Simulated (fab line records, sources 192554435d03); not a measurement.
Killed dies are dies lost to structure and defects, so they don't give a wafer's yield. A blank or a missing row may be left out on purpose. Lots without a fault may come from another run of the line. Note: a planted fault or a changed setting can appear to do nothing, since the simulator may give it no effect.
Which tool is to blame? ; flow n5Finfet ; Sampling: 24 lots, 72 wafers, 4 of 1938 route steps

WHAT THE GAUGES SHOWED, per wafer
N5_BEOL_M3_CD_MEAS_35: target cd 18 nm, target cd y 21 nm. Usual: cdNm reads 18.0 nm (standard deviation 0.35).
lot;measured;on;cdNm (nm);flag
L074;day 7 05:11;cdSem-01;18.2 18.2 18.0;
L075;day 7 07:45;cdSem-01;17.6 17.3 17.5;
L076;day 7 12:29;cdSem-02;18.2 18.5 18.7;
L077;day 7 23:53;cdSem-03;18.1 18.0 17.7;
L078;day 8 09:14;cdSem-03;17.9 18.2 18.7;
L079;day 8 20:49;cdSem-03;17.6 18.0 18.1;
L080;day 9 05:29;cdSem-02;17.9 18.4 18.1;
L081;day 9 05:57;cdSem-03;18.1 17.9 18.1;
L082;day 9 11:57;cdSem-02;18.2 17.9 18.1;
L083;day 9 11:59;cdSem-03;17.7 17.8 17.8;
L084;day 9 23:56;cdSem-01;18.0 17.7 17.7;
L085;day 10 05:05;cdSem-01;18.0 17.8 17.9;
L086;day 10 12:53;cdSem-02;18.2 18.4 17.7;
L087;day 10 19:51;cdSem-01;18.1 18.4 17.4;
L088;day 10 19:59;cdSem-02;18.2 18.3 18.1;
L089;day 11 08:50;cdSem-03;17.8 17.8 17.8;
L090;day 11 14:06;cdSem-03;17.7 18.0 18.2;
L091;day 11 18:02;cdSem-02;17.9 17.4 18.2;
L093;day 11 18:02;cdSem-01;17.7 18.5 18.1;
L092;day 11 22:42;cdSem-01;18.4 18.7 18.3;
L094;day 13 04:38;cdSem-03;17.3 18.3 17.8;
L095;day 13 07:43;cdSem-03;18.0 17.6 17.1;
L097;day 13 10:52;cdSem-03;18.7 18.0 18.3;
L096;day 13 08:08;cdSem-02;18.0 18.1 17.3;

WHAT TOOL EACH LOT RAN ON (gives the tool, then ch and the chambers of the sampled wafers, and finally the start)
lot;N5_BEOL_M3_STRIP_19;N5_BEOL_M3_ETCH_77;N5_BEOL_M3_TRENCH_ETCH_37
L074;rieDiel-06 ch 0,1,2, day 7 00:53;rieDiel-01 ch 0,1,3, day 7 02:01;rieDiel-06 ch 0,1,2, day 7 05:11 or earlier
L075;rieDiel-06 ch 1,2, day 7 05:44;rieDiel-01 ch 0,1,2, day 7 06:17;rieDiel-02 ch 0,3, day 7 07:45 or earlier
L076;rieDiel-01 ch 0,1,2, day 7 05:55;rieDiel-02 ch 0,2,3, day 7 06:31;rieDiel-02 ch 0,2,3, day 7 12:29 or earlier
L077;rieDiel-01 ch 0,1,3, day 7 14:29;rieDiel-02 ch 0,2,3, day 7 15:09;rieDiel-06 ch 1,3, day 7 23:53 or earlier
L078;rieDiel-02 ch 1,2, day 8 05:45;rieDiel-06 ch 0,3, day 8 06:25;rieDiel-02 ch 0,2, day 8 09:14 or earlier
L079;rieDiel-02 ch 1,2,3, day 8 13:02;rieDiel-06 ch 1,2,3, day 8 13:52;rieDiel-02 ch 0,2, day 8 20:49 or earlier
L080;rieDiel-01 ch 1,3, day 8 18:33;rieDiel-02 ch 1,3, day 8 19:07;rieDiel-01 ch 2,3, day 9 05:29 or earlier
L081;rieDiel-06 ch 1,2,3, day 9 02:50;rieDiel-06 ch 1,2,3, day 9 03:31;rieDiel-06 ch 1,3, day 9 05:57 or earlier
L082;rieDiel-06 ch 1,2,3, day 9 10:15;rieDiel-01 ch 0,1,2, day 9 11:02;rieDiel-01 ch 0,1,2, day 9 11:57 or earlier
L083;rieDiel-06 ch 0,2, day 9 10:21;rieDiel-02 ch 0,2, day 9 11:05;rieDiel-06 ch 0,1, day 9 11:59 or earlier
L084;rieDiel-01 ch 1,2, day 9 20:15;rieDiel-01 ch 0,2, day 9 20:48;rieDiel-01 ch 0,1,2, day 9 23:56 or earlier
L085;rieDiel-06 ch 2,3, day 10 01:49;rieDiel-06 ch 2,3, day 10 02:22;rieDiel-01 ch 0,1,2, day 10 05:05 or earlier
L086;rieDiel-06 ch 0,2, day 10 04:26;rieDiel-01 ch 0,2, day 10 04:59;rieDiel-01 ch 1,3, day 10 12:53 or earlier
L087;rieDiel-06 ch 1,2, day 10 14:39;rieDiel-01 ch 1,2,3, day 10 15:11;rieDiel-06 ch 1,2,3, day 10 19:51 or earlier
L088;rieDiel-02 ch 1,2,3, day 10 14:56;rieDiel-01 ch 0,1,3, day 10 15:28;rieDiel-02 ch 1,2,3, day 10 19:59 or earlier
L089;rieDiel-01 ch 0,2,3, day 11 00:40;rieDiel-06 ch 0,3, day 11 01:13;rieDiel-01 ch 0,2, day 11 08:50 or earlier
L090;rieDiel-02 ch 1,2, day 11 05:07;rieDiel-01 ch 0,1,3, day 11 05:40;rieDiel-02 ch 0,1,3, day 11 14:06 or earlier
L091;rieDiel-02 ch 2,3, day 11 08:02;rieDiel-02 ch 1,2,3, day 11 08:45;rieDiel-02 ch 0,1,2, day 11 18:02 or earlier
L093;rieDiel-01 ch 1,2,3, day 11 09:11;rieDiel-02 ch 1,2,3, day 11 09:52;rieDiel-01 ch 0,2,3, day 11 18:02 or earlier
L092;rieDiel-06 ch 0,1,2, day 11 10:35;rieDiel-02 ch 1,2,3, day 11 11:16;rieDiel-02 ch 0,1,2, day 11 22:42 or earlier
L094;rieDiel-02 ch 1,2, day 12 14:33;rieDiel-01 ch 1,3, day 12 15:16;rieDiel-06 ch 0,1,3, day 13 04:38 or earlier
L095;rieDiel-01 ch 2,3, day 12 19:24;rieDiel-02 ch 0,2, day 12 20:05;rieDiel-06 ch 2,3, day 13 07:43 or earlier
L097;rieDiel-01 ch 0,1,2, day 12 23:20;rieDiel-02 ch 0,2, day 12 23:53;rieDiel-06 ch 0,1,3, day 13 10:52 or earlier
L096;rieDiel-06 ch 0,2,3, day 13 01:24;rieDiel-02 ch 0,1,3, day 13 02:04;rieDiel-01 ch 1,2,3, day 13 08:08 or earlier
- N5_BEOL_M3_STRIP_19: strips in O2.
- N5_BEOL_M3_ETCH_77: etches underlayer in N2/H2, target depth 6.5 nm, time 5.2 s.
- N5_BEOL_M3_TRENCH_ETCH_37: etches SiOC in C4F6/O2, target depth 55.555 nm, time 29.2 s.

AS READ BY THE TOOLS THEMSELVES (means over the sampled wafers that have a number; for cases with no such wafer, the mark the record gives instead)
N5_BEOL_M3_STRIP_19. Usual: drypumpMotorCurrentA 5.7 A, standard deviation 0.41; oesProductAu 0.78 a.u., standard deviation 0.093; rfVppV 3.6 V, standard deviation 0.49; showerheadPlenumPTorr 2.11 Torr, standard deviation 0.06; throttleValvePct 16.66 %, standard deviation 0.23.
lot;tool;drypumpMotorCurrentA (A);oesProductAu (a.u.);rfVppV (V);showerheadPlenumPTorr (Torr);throttleValvePct (%);flag
L074;rieDiel-06;5.5;0.70;3.5;2.11;16.82;
L075;rieDiel-06;5.4;0.69;3.9;2.11;16.77;
L076;rieDiel-01;5.8;0.81;3.7;2.09;16.59;
L077;rieDiel-01;5.9;0.84;3.5;2.14;16.70;
L078;rieDiel-02;5.4;0.75;3.0;2.06;16.54;
L079;rieDiel-02;5.8;0.71;4.0;2.09;16.69;
L080;rieDiel-01;6.1;0.85;3.6;2.16;16.59;
L081;rieDiel-06;5.4;0.75;4.2;2.12;16.68;
L082;rieDiel-06;5.4;0.75;3.3;2.12;16.68;
L083;rieDiel-06;5.4;0.80;4.2;2.13;16.76;
L084;rieDiel-01;6.1;0.82;3.4;2.05;16.45;
L085;rieDiel-06;5.3;0.76;3.6;2.15;16.73;
L086;rieDiel-06;5.7;0.86;3.5;2.10;16.64;
L087;rieDiel-06;5.4;0.89;3.7;2.10;16.50;
L088;rieDiel-02;5.8;0.71;3.6;2.08;16.71;
L089;rieDiel-01;5.6;0.76;3.4;2.13;16.69;
L090;rieDiel-02;5.4;0.72;3.3;2.06;16.60;
L091;rieDiel-02;6.0;0.68;3.8;2.13;16.87;
L093;rieDiel-01;6.0;0.79;4.1;2.10;16.53;
L092;rieDiel-06;5.5;0.86;3.9;2.10;16.60;
L094;rieDiel-02;5.6;0.70;3.5;2.11;16.75;
L095;rieDiel-01;5.7;0.73;3.4;2.11;16.51;
L097;rieDiel-01;5.8;0.77;4.2;2.07;16.67;
L096;rieDiel-06;5.5;0.80;3.9;2.11;16.65;

N5_BEOL_M3_ETCH_77. Usual: value, then standard deviation, for each; drypumpMotorCurrentA 5.7 A / 0.43; etchRfOnTimeS 5.21 s / 0.14; h2FlowSccm 200.0 sccm / 0.6; oesProductAu 0.66 a.u. / 0.078; rfVppV 524.0 V / 2.5; showerheadPlenumPTorr 2.54 Torr / 0.08; throttleValvePct 17.83 % / 0.21.
lot;tool;drypumpMotorCurrentA (A);etchRfOnTimeS (s);h2FlowSccm (sccm);oesProductAu (a.u.);rfVppV (V);showerheadPlenumPTorr (Torr);throttleValvePct (%);flag
L074;rieDiel-01;5.9;5.17;199.8;0.73;524.6;2.56;17.72;
L075;rieDiel-01;5.8;5.14;199.7;0.69;523.6;2.53;17.78;
L076;rieDiel-02;6.0;5.20;200.4;0.60;523.2;2.51;18.04;
L077;rieDiel-02;6.0;5.29;200.6;0.59;523.2;2.51;18.05;
L078;rieDiel-06;5.8;5.14;200.5;0.65;524.4;2.52;17.85;
L079;rieDiel-06;5.4;5.11;199.7;0.64;525.1;2.58;17.87;
L080;rieDiel-02;5.6;5.29;200.5;0.62;522.1;2.46;17.72;
L081;rieDiel-06;5.4;5.11;199.9;0.63;523.6;2.58;17.86;
L082;rieDiel-01;5.8;5.16;200.8;0.68;522.8;2.52;17.80;
L083;rieDiel-02;5.9;5.14;200.5;0.59;522.0;2.47;18.22;
L084;rieDiel-01;5.5;5.10;199.2;0.66;523.6;2.55;17.92;
L085;rieDiel-06;5.3;5.13;200.5;0.65;526.4;2.61;17.97;
L086;rieDiel-01;5.4;5.13;199.6;0.66;524.2;2.55;17.91;
L087;rieDiel-01;6.0;5.23;200.1;0.68;523.7;2.55;17.71;
L088;rieDiel-01;5.9;5.19;200.1;0.70;525.2;2.56;17.72;
L089;rieDiel-06;5.8;5.00;200.3;0.78;523.6;2.51;17.65;
L090;rieDiel-01;5.9;5.26;200.1;0.69;524.9;2.55;17.75;
L091;rieDiel-02;5.8;5.36;199.8;0.59;523.8;2.51;17.89;
L093;rieDiel-02;5.8;5.30;200.1;0.59;522.7;2.51;17.88;
L092;rieDiel-02;5.8;5.36;200.1;0.59;523.2;2.51;17.89;
L094;rieDiel-01;6.1;5.29;200.0;0.69;524.7;2.58;17.67;
L095;rieDiel-02;5.9;5.11;199.6;0.74;527.5;2.68;17.99;
L097;rieDiel-02;5.9;5.13;200.4;0.73;527.1;2.68;17.99;
L096;rieDiel-02;5.8;5.25;199.8;0.74;523.9;2.54;17.71;

N5_BEOL_M3_TRENCH_ETCH_37. Usual: value, then standard deviation, for each; drypumpMotorCurrentA 5.7 A / 0.4; mfcArSccm 300.0 sccm / 0.92; oes_ar_750_au 0.78 a.u. / 0.093; oesProductAu 0.78 a.u. / 0.096; rfVppV 663 V / 9.3; showerheadPlenumPTorr 2.85 Torr / 0.084; throttleValvePct 20.86 % / 0.26.
lot;tool;drypumpMotorCurrentA (A);mfcArSccm (sccm);oes_ar_750_au (a.u.);oesProductAu (a.u.);rfVppV (V);showerheadPlenumPTorr (Torr);throttleValvePct (%);flag
L074;rieDiel-06;5.5;299.4;0.71;0.70;665;2.86;20.97;
L075;rieDiel-02;6.2;299.8;0.68;0.68;654;2.78;21.08;
L076;rieDiel-02;6.0;300.6;0.71;0.70;658;2.82;21.06;
L077;rieDiel-06;5.5;301.3;0.83;0.83;667;2.87;20.68;
L078;rieDiel-02;5.9;300.1;0.71;0.70;663;2.78;21.26;
L079;rieDiel-02;5.9;300.1;0.71;0.70;664;2.78;21.26;
L080;rieDiel-01;5.8;300.0;0.79;0.79;660;2.93;20.70;
L081;rieDiel-06;5.5;300.1;0.74;0.73;670;2.84;20.76;
L082;rieDiel-01;5.8;299.7;0.80;0.79;669;2.84;20.85;
L083;rieDiel-06;5.6;299.6;0.77;0.76;668;2.80;20.77;
L084;rieDiel-01;5.8;299.6;0.79;0.80;666;2.84;20.86;
L085;rieDiel-01;5.8;299.7;0.79;0.78;667;2.84;20.88;
L086;rieDiel-01;6.3;299.5;0.84;0.84;668;2.85;20.76;
L087;rieDiel-06;5.4;299.6;0.85;0.85;668;2.88;20.79;
L088;rieDiel-02;5.8;300.9;0.71;0.70;651;2.81;20.77;
L089;rieDiel-01;5.5;300.1;0.76;0.75;666;2.86;21.00;
L090;rieDiel-02;5.8;299.8;0.80;0.79;657;2.85;20.88;
L091;rieDiel-02;5.6;299.6;0.81;0.80;660;2.89;20.87;
L093;rieDiel-01;5.6;300.2;0.77;0.76;662;2.89;20.87;
L092;rieDiel-02;5.6;298.7;0.81;0.80;660;2.89;20.88;
L094;rieDiel-06;5.6;299.0;0.89;0.89;664;2.82;20.61;
L095;rieDiel-06;5.3;300.1;0.74;0.73;666;2.92;21.06;
L097;rieDiel-06;5.6;299.9;0.89;0.88;664;2.82;20.62;
L096;rieDiel-01;6.0;299.8;0.78;0.77;663;2.86;20.76;

THE ANSWER, worked out from the rows above alone
Rule: lot off if the mean of its wafers having a number is beyond 3 standard deviations from the usual mean. A lot without any number at a reading at which 4 lots or more have one is off too. Any other lot the step has rows for is counted as sound. After the gauges, taken in route order, come the tools' own readings; for these a lot's mean is taken, as printed above. At the first step where some lot is off, the reading lying furthest off is the one used; lots without a number count as furthest.
Across all readings shown, no lot is off: no conclusion can be drawn from this.

WHAT WAS PUT IN BY THE SIMULATOR
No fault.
